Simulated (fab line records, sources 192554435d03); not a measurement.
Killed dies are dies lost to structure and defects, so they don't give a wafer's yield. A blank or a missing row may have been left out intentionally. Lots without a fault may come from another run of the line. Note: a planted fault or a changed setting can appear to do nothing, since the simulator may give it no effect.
fab line records	flow n5Finfet
record: lots: 10	wafers: 30	lastDay: 17
route steps=1938 shown BEOL_M1@820 BEOL_M2@841 BEOL_M4@1111 PASSIVATION@1936
lots with no fault: from the same line, run without faults
startH: hours from the record's opening day to when the first of the lot's shown wafers began	waitH: hours from the lot's prior step to this one	" repeats the value in the row above	L1.1+2: one row covering several wafers at once	- value missing, or start not given	* or withheld: withheld	< > ~ a bound
route shown NAME@n: a module of which the file shows steps, and the number in the route of the first	usual: mean/standard deviation of fault-free wafers	same: alike in all rows	chamber/n: place in a boat	sites: each site's reading	_std_site: standard deviation of those values	_edge_site: the outer-site mean with the inner-site mean subtracted	radiusMm: how far each site lies from the wafer's centre	mask NAME#n: copy n	behind: tool/chamber where the wafer was last shaped	hold: the reason the lot was held/the length of the hold in hours/how it ended	device: which transistor (n, p or np) failed to switch	end of line: tests run on the same wafers once the route is complete	a step without rows: its recipe alone	killed: dies lost to structure and defects at the first sort, not the wafer's yield	map: the dies of a wafer, with x for killed, . for not killed, _ for no die there
set.NAME: the setting the step ran with; set.NAME@STEP: the setting that earlier step ran with	model.NAME: the simulator's own value behind a step, which no gauge read
one table for each step of the route and one row for each wafer, over a sample of lots
services: the hour from which a tool's chamber was out of use, counted from the record's first day as startH (under 0 if before that day), plus the number of hours and why
== steps ==
step: N5_BEOL_M1_SPUTTER_86
recipe: material: Cu	targetThkA: 45	tempC: -20	chamberPressurePa: 0.07	powerW: withheld	timeS: 8.29
usual: throttleValvePct: 29.9/0.97
lot.wafer	tool	chamber	startH	waitH	throttleValvePct
L549.1	pvdSputter-03	-	142.37	0.1	31.9
L549.2	"	-	"	"	29.9
L549.3	"	-	"	"	30.7
L550.1	pvdSputter-03	-	144.21	0.1	30.1
L550.2	"	-	"	"	30.1
L550.4	"	-	"	"	32.1
L555.3	pvdSputter-02	-	174.92	0.1	28.1
L555.4	"	-	"	"	28.7
L555.5	"	-	"	"	28.9
L556.1	pvdSputter-01	-	177.05	0.1	30.2
L556.2	"	-	"	"	30.7
L556.6	"	-	"	"	30.4
L559.1	pvdSputter-02	-	199.75	0.1	28.8
L559.5	"	-	"	"	28.9
L559.6	"	-	"	"	30.6
L561.1	pvdSputter-01	-	208.50	0.1	30.2
L561.5	"	-	"	"	30.4
L561.6	"	-	"	"	30.5
L563.1	pvdSputter-03	-	214.48	0.1	30.7
L563.3	"	-	"	"	32.0
L563.4	"	-	"	"	29.7
L568.1	pvdSputter-01	-	262.63	0.1	30.1
L568.2	"	-	"	"	31.0
L568.6	"	-	"	"	30.3
L571.1	pvdSputter-01	-	270.17	0.1	30.3
L571.2	"	-	"	"	30.2
L571.3	"	-	"	"	29.4
L569.3	pvdSputter-02	-	270.17	0.1	29.0
L569.5	"	-	"	"	28.9
L569.6	"	-	"	"	29.2
step: N5_BEOL_M1_ANNEAL_95
recipe: tempC: 400	timeS: 240	ambient: vacuum
usual: heaterPowerW: 827/62
lot.wafer	tool	chamber	startH	waitH	heaterPowerW
L549.1	pvdSputter-03	-	143.33	0.0	773
L549.2	"	-	"	"	981
L549.3	"	-	"	"	885
L550.1	pvdSputter-03	-	145.17	0.0	939
L550.2	"	-	"	"	930
L550.4	"	-	"	"	772
L555.3	pvdSputter-02	-	175.88	0.0	770
L555.4	"	-	"	"	753
L555.5	"	-	"	"	865
L556.1	pvdSputter-01	-	178.01	0.0	805
L556.2	"	-	"	"	808
L556.6	"	-	"	"	795
L559.1	pvdSputter-02	-	200.71	0.0	768
L559.5	"	-	"	"	768
L559.6	"	-	"	"	768
L561.1	pvdSputter-01	-	209.46	0.0	893
L561.5	"	-	"	"	897
L561.6	"	-	"	"	811
L563.1	pvdSputter-03	-	215.44	0.0	868
L563.3	"	-	"	"	770
L563.4	"	-	"	"	961
L568.1	pvdSputter-01	-	263.59	0.0	870
L568.2	"	-	"	"	810
L568.6	"	-	"	"	890
L571.1	pvdSputter-01	-	271.13	0.0	887
L571.2	"	-	"	"	802
L571.3	"	-	"	"	781
L569.3	pvdSputter-02	-	271.13	0.0	759
L569.5	"	-	"	"	768
L569.6	"	-	"	"	897
step: N5_BEOL_M1_DEP_57
recipe: material: SiCN	targetThkA: 80	tempC: withheld	precursor: 3MS/NH3	pressureTorr: 3	rfW: 202	timeS: 14
usual: showerheadPlenumPTorr: 3.666/0.016	throttleValvePct: 8.8/0.47
lot.wafer	tool	chamber	startH	waitH	showerheadPlenumPTorr	throttleValvePct
L549.1	pecvd-02	1	144.45	0.0	3.678	9.1
L549.2	"	0	"	"	3.680	9.3
L549.3	"	2	"	"	3.676	8.2
L550.1	pecvd-03	0	146.43	0.0	3.678	9.0
L550.2	"	1	"	"	3.648	9.3
L550.4	"	2	"	"	3.652	8.8
L555.3	pecvd-02	1	177.04	0.0	3.667	9.4
L555.4	"	2	"	"	3.674	8.0
L555.5	"	1	"	"	3.671	9.5
L556.1	pecvd-02	2	179.13	0.0	3.666	8.2
L556.2	"	0	"	"	3.674	9.1
L556.6	"	2	"	"	3.668	7.9
L559.1	pecvd-04	0	201.86	0.0	3.675	8.8
L559.5	"	1	"	"	3.665	8.9
L559.6	"	2	"	"	3.623	8.8
L561.1	pecvd-02	2	210.83	0.0	3.660	8.2
L561.5	"	1	"	"	3.666	9.2
L561.6	"	2	"	"	3.662	8.1
L563.1	pecvd-02	2	216.56	0.0	3.668	8.0
L563.3	"	0	"	"	3.672	9.1
L563.4	"	0	"	"	3.672	9.1
L568.1	pecvd-04	1	264.73	0.0	3.665	8.9
L568.2	"	2	"	"	3.626	8.4
L568.6	"	2	"	"	3.626	8.7
L571.1	pecvd-03	1	272.25	0.0	3.650	9.6
L571.2	"	0	"	"	3.675	8.7
L571.3	"	2	"	"	3.661	8.0
L569.3	pecvd-02	2	272.27	0.0	3.653	8.1
L569.5	"	0	"	"	3.682	8.9
L569.6	"	2	"	"	3.667	8.0
step: N5_BEOL_M2_ILD_DEP_00
recipe: material: SiOC	targetThkA: 790	tempC: 350	precursor: DEMS/O2	pressureTorr: 5	rfW: 500	timeS: 15.3
usual: heaterPowerW: 510/100	showerheadPlenumPTorr: 5.697/0.013	susceptorTempC: 349.96/0.2	throttleValvePct: 11.8/0.63
lot.wafer	tool	chamber	startH	waitH	heaterPowerW	showerheadPlenumPTorr	susceptorTempC	throttleValvePct
L549.1	pecvd-02	1	144.58	0.0	430	5.688	349.74	12.3
L549.2	"	0	"	"	389	5.713	349.95	11.8
L549.3	"	2	"	"	572	5.698	350.37	10.3
L550.1	pecvd-02	0	146.56	0.0	336	5.710	350.11	12.1
L550.2	"	2	"	"	628	5.691	350.13	10.8
L550.4	"	2	"	"	640	5.704	350.37	10.8
L555.3	pecvd-03	0	177.17	0.0	469	5.700	349.87	11.6
L555.4	"	1	"	"	673	5.686	349.73	12.4
L555.5	"	0	"	"	482	5.712	349.85	11.8
L556.1	pecvd-02	1	179.26	0.0	454	5.703	344.90	12.4
L556.2	"	2	"	"	551	5.703	345.04	10.7
L556.6	"	1	"	"	443	5.719	345.39	12.3
L559.1	pecvd-02	2	201.99	0.0	612	5.694	345.21	10.6
L559.5	"	2	"	"	623	5.711	345.15	10.5
L559.6	"	0	"	"	378	5.721	344.91	11.7
L561.1	pecvd-03	1	210.96	0.0	676	5.673	350.00	12.6
L561.5	"	1	"	"	667	5.683	350.21	12.6
L561.6	"	0	"	"	455	5.697	349.93	11.7
L563.1	pecvd-01	1	216.69	0.0	595	5.701	350.30	12.2
L563.3	"	0	"	"	508	5.683	349.94	12.1
L563.4	"	2	"	"	376	5.694	349.48	11.7
L568.1	pecvd-03	2	264.86	0.0	530	5.694	350.09	10.6
L568.2	"	1	"	"	685	5.690	349.99	12.6
L568.6	"	1	"	"	681	5.678	349.90	12.5
L571.1	pecvd-01	1	272.38	0.0	561	5.686	349.85	12.6
L571.2	"	0	"	"	462	5.680	349.89	12.3
L571.3	"	2	"	"	389	5.713	349.74	11.9
L569.3	pecvd-03	0	272.40	0.0	477	5.713	350.40	11.7
L569.5	"	2	"	"	451	5.700	349.73	10.6
L569.6	"	1	"	"	673	5.691	349.92	12.1
step: N5_BEOL_M4_RC_MEAS_101
usual: DIBL_N: 36.6/1.7	DIBL_P: 36.7/2	IOFF_N: 0.16/0.033	IOFF_P: 0.22/0.04	ION_N: 673/12	ION_P: 463/7.9	SS_N: 71.7/0.58	SS_P: 73.3/0.64	VT_N: 249/3.3	VT_P: -249/3.1
lot.wafer	tool	chamber	startH	waitH	DIBL_N[mV/V]	DIBL_P[mV/V]	IOFF_N[nA/um]	IOFF_P[nA/um]	ION_N[uA/um]	ION_P[uA/um]	SS_N[mV/dec]	SS_P[mV/dec]	VT_N[mV]	VT_P[mV]
L549.1	prober-02	0	171.04	0.0	39.0	40.0	0.23	0.25	693	466	72.3	74.5	244	-248
L549.2	"	0	"	"	37.3	39.0	0.19	0.22	677	451	72.1	74.1	246	-251
L549.3	"	0	"	"	38.0	39.8	0.19	0.24	676	458	71.5	74.3	248	-249
L550.1	prober-02	0	173.45	0.0	37.2	37.2	0.15	0.21	653	451	72.2	73.9	252	-254
L550.2	"	0	"	"	35.7	36.2	0.14	0.21	671	465	71.2	73.9	247	-248
L550.4	"	0	"	"	38.3	38.0	0.17	0.24	683	471	72.2	73.5	249	-252
L555.3	prober-02	0	206.87	0.3	36.4	33.6	0.15	0.16	659	444	72.3	72.5	252	-255
L555.4	"	0	"	"	35.3	33.9	0.13	0.17	662	460	71.5	72.7	254	-250
L555.5	"	0	"	"	37.1	35.6	0.15	0.19	655	451	72.4	73.2	253	-251
L556.1	prober-02	0	212.06	0.0	37.1	36.4	0.16	0.18	672	451	71.4	73.4	251	-255
L556.2	"	0	"	"	38.8	38.9	0.21	0.21	690	458	71.8	74.2	243	-251
L556.6	"	0	"	"	38.6	37.4	0.19	0.19	672	454	72.3	73.7	247	-252
L559.1	prober-01	0	233.14	0.0	35.1	36.0	0.15	0.22	673	458	71.7	73.3	250	-246
L559.5	"	0	"	"	35.9	36.4	0.18	0.23	663	456	72.3	74.0	249	-249
L559.6	"	0	"	"	36.2	37.3	0.19	0.25	678	469	71.9	73.4	249	-248
L561.1	prober-02	0	242.03	0.0	37.9	37.2	0.17	0.22	676	457	72.0	73.1	249	-250
L561.5	"	0	"	"	35.9	35.2	0.13	0.20	666	456	71.5	72.8	252	-249
L561.6	"	0	"	"	38.4	38.3	0.20	0.25	698	477	72.0	73.8	246	-245
L563.1	prober-02	0	247.87	0.0	37.6	36.5	0.17	0.23	677	465	71.9	72.9	248	-250
L563.3	"	0	"	"	35.9	35.0	0.15	0.20	673	459	71.4	73.3	249	-251
L563.4	"	0	"	"	37.7	35.6	0.17	0.21	662	452	72.7	73.9	248	-250
L568.1	prober-02	0	302.10	0.0	38.3	41.5	0.21	0.27	694	478	72.5	74.8	247	-251
L568.2	"	0	"	"	37.6	39.8	0.18	0.23	677	462	71.8	73.7	251	-249
L568.6	"	0	"	"	36.4	38.1	0.16	0.21	669	459	72.8	74.0	252	-251
L571.1	prober-01	0	308.11	0.0	35.2	34.2	0.14	0.21	664	461	71.9	72.5	250	-246
L571.2	"	0	"	"	35.2	34.8	0.14	0.22	677	471	72.0	72.5	251	-248
L571.3	"	0	"	"	35.2	34.8	0.14	0.22	667	464	71.6	72.4	250	-246
L569.3	prober-02	0	311.96	0.3	38.8	39.4	0.23	0.33	705	492	72.3	74.1	243	-241
L569.5	"	0	"	"	39.8	39.9	0.24	0.33	710	487	71.7	73.6	243	-240
L569.6	"	0	"	"	38.0	37.9	0.19	0.29	676	473	71.3	73.4	247	-245
step: N5_PASSIVATION_PROBE_49
usual: defectLimitedYield: 91.1/1.4	killed_at_M0_to_M3: 34/11	killed_at_M4_up: 14/5.7	killedAtContacts: 14/6.9	killedAtFrontEnd: 40/11	killedAtOther: 4/3.1	killedDies: 105/17	killedOpen: 70/13	killedShort: 34/7.6	sort_bin_5_function: 5.3/0.95	sort_bin_6_memory: 3.3/0.64	sortNPass: 1075/17	sortYieldPct: 91.1/1.4
same: grossDies: 1180	killedAtBackSide: 0	sort_bin_4_leakage[%]: 0	sort_bin_8_speed[%]: 0
lot.wafer	tool	chamber	startH	waitH	defectLimitedYield[%]	killed_at_M0_to_M3	killed_at_M4_up	killedAtContacts	killedAtFrontEnd	killedAtOther	killedDies	killedOpen	killedShort	sort_bin_5_function[%]	sort_bin_6_memory[%]	sortNPass	sortYieldPct[%]
L563.1	prober-01	-	358.83	0.0	90.4	38	21	13	41	0	113	77	35	5.4	3.6	1067	90.4
killed by level:class
L563.1 BEOL_M0_SAQP:geometricParticle:open=12 BEOL_M4:geometricParticle:open=11 MOL_CONTACT_COAG:geometricParticle:open=11 FIN_SAQP:geometricParticle:short=10 BEOL_M0_SAQP:geometricParticle:short=9 FIN_SAQP:geometricParticle:open=8 STI_FIN_REVEAL:geometricParticle:open=6 BEOL_M2:geometricParticle:open=5
== services ==
tool	chamber	startH	hours	kind
pvdSputter-02	-	126.57	5.3	repair
pecvd-02	0	128.09	4.4	repair
pecvd-03	0	179.45	4.6	repair
pecvd-03	2	202.38	-	clean
pecvd-03	2	202.38	-	consumableReplace:showerhead
pecvd-03	2	202.38	29.0	scheduledDown
pecvd-03	2	202.38	29.0	ventCycle
pecvd-04	-	217.39	1.0	repair
pecvd-01	1	221.11	2.1	scheduledDown
pecvd-02	0	227.39	2.1	scheduledDown
pvdSputter-03	-	235.09	39.9	repair
pecvd-01	-	245.54	0.4	repair
pecvd-02	2	257.54	8.1	repair
pecvd-02	-	258.78	6.9	repair
== key ==
firstSign: step: N5_BEOL_M2_ILD_DEP_00	reading: susceptorTempC	direction: down	sigmas: 25	usual: *	struck: *
effect none on later readings
metAt N5_BEOL_M2_ILD_DEP_00
struckLots L556,L559
notActingAt N5_BEOL_M1_SPUTTER_86,N5_BEOL_M1_ANNEAL_95,N5_BEOL_M1_DEP_57
onsetBetween 146.56 179.26
fault: kind: processParameterDrift	tool: pecvd-02	chamber: -	onsetH: 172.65	steps: N5_BEOL_M2_ILD_DEP_00	channel: tempC	offset: *	shape: step	endH: 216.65	actsIn: *	stated: *
